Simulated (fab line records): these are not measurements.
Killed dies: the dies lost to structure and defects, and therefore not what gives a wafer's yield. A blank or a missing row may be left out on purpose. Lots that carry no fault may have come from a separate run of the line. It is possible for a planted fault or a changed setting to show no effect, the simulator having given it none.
Matching of chambers / flow nand_harc / cmp-04 running NHARC_P_BONDPAD_CMP_19: 4 sister chambers
The step polishes, t overpolish 30 s, cu recess touch 16 s, target thk 160.81 nm. 4 wafers are shown with their chamber, then 9 later ones without.

== WAFERS, EACH WITH ITS CHAMBER ==
wafer=L084.2; chamber=2; motor_current_A (A)=11.2
wafer=L090.1; chamber=1; motor_current_A (A)=10.2
wafer=L090.2; chamber=0; motor_current_A (A)=12.0
wafer=L090.3; chamber=3; motor_current_A (A)=11.7

== WAFERS MISSING THEIR CHAMBER ==
wafer=L091.2; motor_current_A (A)=9.8
wafer=L091.3; motor_current_A (A)=11.4
wafer=L091.6; motor_current_A (A)=11.3
wafer=L095.1; motor_current_A (A)=11.6
wafer=L095.4; motor_current_A (A)=11.4
wafer=L095.5; motor_current_A (A)=11.7
wafer=L097.1; motor_current_A (A)=9.2
wafer=L097.3; motor_current_A (A)=11.7
wafer=L097.4; motor_current_A (A)=10.9

== CHAMBER TAKEN BY EACH ==
wafer=L091.2; from the rows above=1; in truth=1
wafer=L091.3; from the rows above=can't be placed: 2 or 3 or 0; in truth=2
wafer=L091.6; from the rows above=can't be placed: 2 or 3 or 0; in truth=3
wafer=L095.1; from the rows above=can't be placed: 3 or 0 or 2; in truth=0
wafer=L095.4; from the rows above=can't be placed: 2 or 3 or 0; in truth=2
wafer=L095.5; from the rows above=can't be placed: 3 or 0 or 2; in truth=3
wafer=L097.1; from the rows above=1; in truth=1
wafer=L097.3; from the rows above=can't be placed: 3 or 0 or 2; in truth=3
wafer=L097.4; from the rows above=can't be placed: 2 or 1 or 3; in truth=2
Placed correctly: 2 of 9. These rows do not allow placing 7 (true chamber among the candidates in 7). Number placed wrongly: 0.
How it was worked out, from the rows above alone: a wafer's distance from a chamber is the root of the sum, over the readings, of the square of ((its reading less the chamber's mean) divided by the reading's scatter). If the next closest chamber is less than 2 further off than the closest, the wafer can't be placed; otherwise it belongs to the closest. The mean given for a chamber averages the wafers shown for that chamber. The scatter (one wafer shown for each chamber): square how far every hidden wafer sits from the nearest shown wafer, average those squares and take the square root.
